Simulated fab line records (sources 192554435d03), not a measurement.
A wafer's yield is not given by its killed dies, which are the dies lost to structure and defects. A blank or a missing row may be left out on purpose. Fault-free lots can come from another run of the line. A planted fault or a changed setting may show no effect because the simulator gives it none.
The tool behind it: which one?	flow n5-finfet	24 lots with 72 wafers sampled at 6 steps, on a route of 1938 steps

== WHAT THE GAUGES SHOWED, per wafer ==
N5_BEOL_M9_CD_MEAS_11: target cd 64.1 nm. Usual: cd-nm at 64.2 nm, with a standard deviation of 0.64.
lot	measured	on	cd-nm (nm)	flag
L076	day 14 00:41	cd-sem-02	63.8 64.4 63.8	
L074	day 14 04:07	cd-sem-03	65.1 64.8 64.2	
L075	day 14 07:06	cd-sem-02	63.1 64.6 64.8	
L077	day 14 15:25	cd-sem-02	65.4 64.7 65.5	
L079	day 14 15:26	cd-sem-01	64.3 65.0 64.5	
L078	day 14 15:07	cd-sem-01	63.8 63.9 64.7	
L081	day 15 01:50	cd-sem-02	65.0 63.8 63.3	
L080	day 15 11:21	cd-sem-02	65.1 64.5 65.0	
L083	day 15 11:36	cd-sem-01	63.7 65.2 65.2	
L082	day 15 15:43	cd-sem-01	63.9 64.1 63.0	
L085	day 15 18:35	cd-sem-02	64.3 63.9 62.9	
L084	day 16 06:21	cd-sem-01	64.0 64.3 64.8	
L086	day 16 07:08	cd-sem-01	64.3 63.4 64.8	
L089	day 17 01:13	cd-sem-01	64.5 62.9 64.2	
L091	day 17 01:26	cd-sem-02	64.0 62.8 64.4	
L088	day 17 11:11	cd-sem-01	64.5 64.3 63.4	
L087	day 17 10:50	cd-sem-03	65.0 65.3 65.0	
L092	day 17 13:34	cd-sem-03	63.6 65.2 64.6	
L090	day 17 15:33	cd-sem-01	64.4 64.3 64.6	
L093	day 18 10:28	cd-sem-01	64.5 64.0 64.3	
L094	day 18 17:03	cd-sem-01	64.2 64.4 63.9	
L095	day 18 22:25	cd-sem-02	65.0 64.8 64.0	
L096	day 19 00:43	cd-sem-03	64.9 64.6 64.3	
L097	day 19 11:56	cd-sem-03	63.1 65.3 63.8	

== WHAT TOOL EACH LOT RAN ON (gives the tool, then ch and the chambers of the sampled wafers, and finally the start) ==
lot	N5_BEOL_M8_PECVD_70	N5_BEOL_M8_ETCH_72	N5_BEOL_M8_ETCH_41	N5_BEOL_M8_PRE_CLEAN_45	N5_BEOL_M8_SPUTTER_48
L076	pecvd-03 ch 1,2, day 13 15:19	rie-diel-01 ch 0,2,3, day 13 19:44	rie-diel-01 ch 0,2,3, day 13 20:50 or earlier	pvd-sputter-03, day 13 20:50	pvd-sputter-02, day 13 21:28
L074	pecvd-01 ch 0,2, day 13 17:45	rie-diel-01 ch 0,1, day 13 21:10	rie-diel-01 ch 0,1, day 13 23:34 or earlier	pvd-sputter-03, day 13 23:34	pvd-sputter-01, day 14 00:17
L075	pecvd-02 ch 0,1,2, day 13 19:16	rie-diel-05 ch 0,1, day 14 00:14	rie-diel-05 ch 0,1, day 14 01:11 or earlier	pvd-sputter-03, day 14 01:11	pvd-sputter-03, day 14 03:26
L077	pecvd-01 ch 0,1,2, day 13 22:05	rie-diel-01 ch 1,2,3, day 14 06:47	rie-diel-01 ch 1,2,3, day 14 09:40 or earlier	pvd-sputter-03, day 14 09:40	pvd-sputter-03, day 14 10:58
L079	pecvd-03 ch 1,2, day 13 22:42	rie-diel-04 ch 1,2,3, day 14 09:09	rie-diel-04 ch 1,2,3, day 14 10:20 or earlier	pvd-sputter-03, day 14 10:20	pvd-sputter-03, day 14 11:08
L078	pecvd-01 ch 0,1,2, day 13 22:43	rie-diel-05 ch 0,2, day 14 06:34	rie-diel-05 ch 0,2, day 14 09:31 or earlier	pvd-sputter-03, day 14 09:31	pvd-sputter-03, day 14 10:49
L081	pecvd-02 ch 1,2, day 14 17:36	rie-diel-04 ch 0,2, day 14 19:59	rie-diel-04 ch 0,2, day 14 21:19 or earlier	pvd-sputter-03, day 14 21:19	pvd-sputter-03, day 14 22:03
L080	pecvd-02 ch 1,2, day 15 00:10	rie-diel-05 ch 0,3, day 15 05:59	rie-diel-05 ch 0,3, day 15 07:07 or earlier	pvd-sputter-03, day 15 07:07	pvd-sputter-02, day 15 07:45
L083	pecvd-02 ch 0,1,2, day 15 03:52	rie-diel-05 ch 1,2,3, day 15 06:26	rie-diel-05 ch 1,2,3, day 15 07:43 or earlier	pvd-sputter-03, day 15 07:43	pvd-sputter-03, day 15 08:24
L082	pecvd-03 ch 0,1,2, day 15 04:47	rie-diel-04 ch 1,2,3, day 15 11:22	rie-diel-04 ch 1,2,3, day 15 12:40 or earlier	pvd-sputter-01, day 15 12:40	pvd-sputter-01, day 15 13:35
L085	pecvd-02 ch 0,1,2, day 15 09:37	rie-diel-01 ch 1,2,3, day 15 13:49	rie-diel-01 ch 1,2,3, day 15 14:51 or earlier	pvd-sputter-02, day 15 14:51	pvd-sputter-02, day 15 15:37
L084	pecvd-03 ch 0,2, day 15 17:10	rie-diel-01 ch 0,1, day 15 22:23	rie-diel-01 ch 0,1, day 15 23:33 or earlier	pvd-sputter-03, day 15 23:33	pvd-sputter-02, day 16 00:33
L086	pecvd-01 ch 0,1, day 15 20:07	rie-diel-05 ch 1,2, day 16 01:05	rie-diel-05 ch 1,2, day 16 02:05 or earlier	pvd-sputter-03, day 16 02:05	pvd-sputter-01, day 16 02:53
L089	pecvd-03 ch 1,2, day 16 15:34	rie-diel-01 ch 0,1,2, day 16 19:26	rie-diel-01 ch 0,1,2, day 16 20:41 or earlier	pvd-sputter-03, day 16 20:41	pvd-sputter-01, day 16 21:22
L091	pecvd-02 ch 1,2, day 16 17:25	rie-diel-01 ch 0,1,2, day 16 19:57	rie-diel-01 ch 0,1,2, day 16 21:17 or earlier	pvd-sputter-01, day 16 21:17	pvd-sputter-03, day 16 22:03
L088	pecvd-01 ch 1,2, day 16 23:43	rie-diel-04 ch 1,2,3, day 17 04:02	rie-diel-04 ch 1,2,3, day 17 05:25 or earlier	pvd-sputter-03, day 17 05:25	pvd-sputter-01, day 17 06:59
L087	pecvd-03 ch 0,1,2, day 16 23:44	rie-diel-01 ch 0,1,2, day 17 04:17	rie-diel-01 ch 0,1,2, day 17 05:25 or earlier	pvd-sputter-02, day 17 05:25	pvd-sputter-01, day 17 06:35
L092	pecvd-03 ch 0,1, day 17 04:01	rie-diel-01 ch 1,2, day 17 07:01	rie-diel-01 ch 1,2, day 17 08:11 or earlier	pvd-sputter-02, day 17 08:11	pvd-sputter-02, day 17 10:04
L090	pecvd-02 ch 1,2, day 17 05:44	rie-diel-01 ch 0,2, day 17 10:28	rie-diel-01 ch 0,2, day 17 11:52 or earlier	pvd-sputter-01, day 17 11:52	pvd-sputter-01, day 17 12:47
L093	pecvd-02 ch 2, day 18 00:53	rie-diel-05 ch 0,2,3, day 18 05:15	rie-diel-05 ch 0,2,3, day 18 06:41 or earlier	pvd-sputter-01, day 18 06:41	pvd-sputter-01, day 18 07:26
L094	pecvd-02 ch 0,2, day 18 08:53	rie-diel-04 ch 0,2,3, day 18 11:19	rie-diel-04 ch 0,2,3, day 18 12:42 or earlier	pvd-sputter-03, day 18 12:42	pvd-sputter-01, day 18 13:25
L095	pecvd-01 ch 0,2, day 18 14:14	rie-diel-01 ch 2,3, day 18 16:54	rie-diel-01 ch 2,3, day 18 19:34 or earlier	pvd-sputter-02, day 18 19:34	pvd-sputter-02, day 18 20:17
L096	pecvd-02 ch 0,2, day 18 14:43	rie-diel-05 ch 0,1,3, day 18 19:14	rie-diel-05 ch 0,1,3, day 18 20:34 or earlier	pvd-sputter-03, day 18 20:34	pvd-sputter-03, day 18 21:16
L097	pecvd-01 ch 1,2, day 19 00:52	rie-diel-05 ch 1,2,3, day 19 05:29	rie-diel-05 ch 1,2,3, day 19 06:34 or earlier	pvd-sputter-01, day 19 06:34	pvd-sputter-03, day 19 07:46
- N5_BEOL_M8_PECVD_70: deposits SiO2 from TEOS/O2, target thk 20 nm, time 22.7 s.
- N5_BEOL_M8_ETCH_72: etches underlayer in N2/H2, target depth 6.5 nm, time 5.2 s.
- N5_BEOL_M8_ETCH_41: etches SiCN in CH3F/O2, target depth 31.9 nm, time 57.8 s.
- N5_BEOL_M8_PRE_CLEAN_45: time 30 s.
- N5_BEOL_M8_SPUTTER_48: material Cu, target thk 10 nm, time 1.667 s.

== AS READ BY THE TOOLS THEMSELVES (means over the sampled wafers that have a number; for cases with no such wafer, the mark the record gives instead) ==
N5_BEOL_M8_PECVD_70. Usual: heater-power-outer-w 397 W, standard deviation 67; heater-power-w 681 W, standard deviation 100; showerhead-plenum-p-Torr 8.80 Torr, standard deviation 0.057; throttle-valve-pct 22.6 %, standard deviation 0.91.
lot	tool	heater-power-outer-w (W)	heater-power-w (W)	showerhead-plenum-p-Torr (Torr)	throttle-valve-pct (%)	flag
L076	pecvd-03	417	684	8.82	22.8	
L074	pecvd-01	321	573	8.80	21.9	
L075	pecvd-02	426	718	8.77	22.7	
L077	pecvd-01	375	666	8.84	21.9	
L079	pecvd-03	396	690	8.85	22.1	
L078	pecvd-01	380	666	8.81	22.1	
L081	pecvd-02	404	710	8.79	22.6	
L080	pecvd-02	384	678	8.78	22.6	
L083	pecvd-02	418	694	8.79	22.8	
L082	pecvd-03	377	630	8.80	22.7	
L085	pecvd-02	436	742	8.78	22.8	
L084	pecvd-03	394	674	8.87	22.0	
L086	pecvd-01	412	731	8.85	22.1	
L089	pecvd-03	411	679	8.80	22.9	
L091	pecvd-02	386	670	8.78	22.7	
L088	pecvd-01	418	732	8.86	21.4	
L087	pecvd-03	406	667	8.81	22.9	
L092	pecvd-03	346	571	8.75	23.1	
L090	pecvd-02	453	762	8.79	22.7	
L093	pecvd-02	355	649	8.81	22.6	
L094	pecvd-02	408	715	8.80	22.7	
L095	pecvd-01	342	605	8.80	22.1	
L096	pecvd-02	428	745	8.79	22.8	
L097	pecvd-01	344	608	8.85	21.3	

N5_BEOL_M8_ETCH_72. Usual: drypump-motor-current-A 6.0 A, standard deviation 0.4; etch-rf-on-time-s 5.17 s, standard deviation 0.13; oes-product-au 0.69 a.u., standard deviation 0.07; rf-vpp-V 524.8 V, standard deviation 2.4; showerhead-plenum-p-Torr 2.58 Torr, standard deviation 0.079; throttle-valve-pct 17.81 %, standard deviation 0.26.
lot	tool	drypump-motor-current-A (A)	etch-rf-on-time-s (s)	oes-product-au (a.u.)	rf-vpp-V (V)	showerhead-plenum-p-Torr (Torr)	throttle-valve-pct (%)	flag
L076	rie-diel-01	6.1	5.23	0.61	523.8	2.57	17.88	
L074	rie-diel-01	6.0	5.24	0.73	524.7	2.55	17.91	
L075	rie-diel-05	6.0	5.03	0.71	527.1	2.68	17.92	
L077	rie-diel-01	6.0	5.23	0.65	522.7	2.50	17.79	
L079	rie-diel-04	5.9	5.16	0.74	524.3	2.57	17.82	
L078	rie-diel-05	5.7	5.21	0.66	527.3	2.62	17.56	
L081	rie-diel-04	5.3	5.13	0.72	522.5	2.51	17.81	
L080	rie-diel-05	6.4	5.07	0.68	527.0	2.65	17.52	
L083	rie-diel-05	6.2	5.16	0.69	527.6	2.64	17.86	
L082	rie-diel-04	5.9	5.16	0.73	525.3	2.57	17.82	
L085	rie-diel-01	6.0	5.18	0.64	522.5	2.49	17.80	
L084	rie-diel-01	6.1	5.20	0.67	525.0	2.61	18.06	
L086	rie-diel-05	6.1	5.17	0.69	527.5	2.65	18.09	
L089	rie-diel-01	5.9	5.16	0.73	523.5	2.55	17.84	
L091	rie-diel-01	5.9	5.18	0.73	523.2	2.55	17.83	
L088	rie-diel-04	5.9	5.13	0.70	524.7	2.56	17.83	
L087	rie-diel-01	5.9	5.17	0.72	523.7	2.55	17.85	
L092	rie-diel-01	5.7	5.07	0.78	522.1	2.49	17.64	
L090	rie-diel-01	6.0	5.25	0.68	525.4	2.62	17.96	
L093	rie-diel-05	6.1	5.21	0.65	525.5	2.61	17.65	
L094	rie-diel-04	5.5	5.01	0.71	522.5	2.53	17.75	
L095	rie-diel-01	5.8	5.16	0.78	522.8	2.50	17.50	
L096	rie-diel-05	6.2	5.05	0.66	526.7	2.65	17.76	
L097	rie-diel-05	6.2	5.22	0.65	526.7	2.62	17.92	

N5_BEOL_M8_ETCH_41. Usual: drypump-motor-current-A 6.0 A, standard deviation 0.4; oes-product-au 0.81 a.u., standard deviation 0.083; rf-vpp-V 298.0 V, standard deviation 1.4; showerhead-plenum-p-Torr 2.03 Torr, standard deviation 0.068; throttle-valve-pct 16.22 %, standard deviation 0.17.
lot	tool	drypump-motor-current-A (A)	oes-product-au (a.u.)	rf-vpp-V (V)	showerhead-plenum-p-Torr (Torr)	throttle-valve-pct (%)	flag
L076	rie-diel-01	6.1	0.72	297.5	2.02	16.28	
L074	rie-diel-01	6.0	0.85	298.0	2.00	16.21	
L075	rie-diel-05	6.0	0.82	299.4	2.11	16.30	
L077	rie-diel-01	6.0	0.75	296.9	1.96	16.21	
L079	rie-diel-04	5.9	0.87	297.7	2.02	16.16	
L078	rie-diel-05	5.7	0.77	298.3	2.07	16.11	
L081	rie-diel-04	5.3	0.84	297.9	1.95	16.14	
L080	rie-diel-05	6.4	0.79	299.5	2.11	16.20	
L083	rie-diel-05	6.2	0.81	298.9	2.07	16.26	
L082	rie-diel-04	5.9	0.85	297.3	2.02	16.18	
L085	rie-diel-01	6.0	0.74	296.6	1.96	16.23	
L084	rie-diel-01	6.1	0.80	298.7	2.05	16.32	
L086	rie-diel-05	6.1	0.80	299.3	2.07	16.33	
L089	rie-diel-01	5.9	0.85	296.9	2.00	16.18	
L091	rie-diel-01	5.9	0.86	298.2	2.00	16.19	
L088	rie-diel-04	5.9	0.83	298.0	2.02	16.20	
L087	rie-diel-01	5.9	0.85	297.8	2.00	16.19	
L092	rie-diel-01	5.7	0.91	296.6	1.96	16.02	
L090	rie-diel-01	6.0	0.80	298.3	2.06	16.29	
L093	rie-diel-05	6.0	0.76	298.3	2.06	16.22	
L094	rie-diel-04	5.5	0.82	296.3	1.97	16.14	
L095	rie-diel-01	5.8	0.92	296.3	1.96	15.91	
L096	rie-diel-05	6.2	0.76	298.8	2.10	16.32	
L097	rie-diel-05	6.2	0.77	298.4	2.06	16.33	

N5_BEOL_M8_PRE_CLEAN_45. Usual: heater-power-w at 336 W, with a standard deviation of 40.
lot	tool	heater-power-w (W)	flag
L076	pvd-sputter-03	327	
L074	pvd-sputter-03	340	
L075	pvd-sputter-03	325	
L077	pvd-sputter-03	320	
L079	pvd-sputter-03	348	
L078	pvd-sputter-03	367	
L081	pvd-sputter-03	332	
L080	pvd-sputter-03	355	
L083	pvd-sputter-03	365	
L082	pvd-sputter-01	309	
L085	pvd-sputter-02	331	
L084	pvd-sputter-03	339	
L086	pvd-sputter-03	362	
L089	pvd-sputter-03	367	
L091	pvd-sputter-01	330	
L088	pvd-sputter-03	334	
L087	pvd-sputter-02	287	
L092	pvd-sputter-02	302	
L090	pvd-sputter-01	331	
L093	pvd-sputter-01	299	
L094	pvd-sputter-03	323	
L095	pvd-sputter-02	337	
L096	pvd-sputter-03	364	
L097	pvd-sputter-01	299	

N5_BEOL_M8_SPUTTER_48. Usual: throttle-valve-pct at 30.1 %, with a standard deviation of 1.2.
lot	tool	throttle-valve-pct (%)	flag
L076	pvd-sputter-02	30.4	
L074	pvd-sputter-01	30.8	
L075	pvd-sputter-03	30.4	
L077	pvd-sputter-03	28.8	
L079	pvd-sputter-03	30.3	
L078	pvd-sputter-03	30.0	
L081	pvd-sputter-03	29.9	
L080	pvd-sputter-02	30.0	
L083	pvd-sputter-03	28.5	
L082	pvd-sputter-01	30.2	
L085	pvd-sputter-02	30.2	
L084	pvd-sputter-02	30.4	
L086	pvd-sputter-01	30.1	
L089	pvd-sputter-01	29.1	
L091	pvd-sputter-03	29.9	
L088	pvd-sputter-01	31.2	
L087	pvd-sputter-01	30.9	
L092	pvd-sputter-02	29.6	
L090	pvd-sputter-01	31.2	
L093	pvd-sputter-01	30.7	
L094	pvd-sputter-01	31.3	
L095	pvd-sputter-02	29.5	
L096	pvd-sputter-03	29.7	
L097	pvd-sputter-03	30.7	

== THE ANSWER, worked out from the rows above alone ==
Rule: take the mean of a lot's wafers that have a number; if it is more than 3 standard deviations from the usual mean, the lot is off. A lot without any number at a reading at which 4 lots or more have one is off too. All remaining lots with rows at the step are treated as sound. After the gauges, taken in route order, come the tools' own readings; for these a lot's mean is taken, as printed above. The first step at which some lot is off is used, and at that step the reading that is off furthest; a lot without a number counts as furthest.
None of the lots is off at any reading shown; this tells nothing.

== WHAT HAD BEEN PUT IN BY THE SIMULATOR ==
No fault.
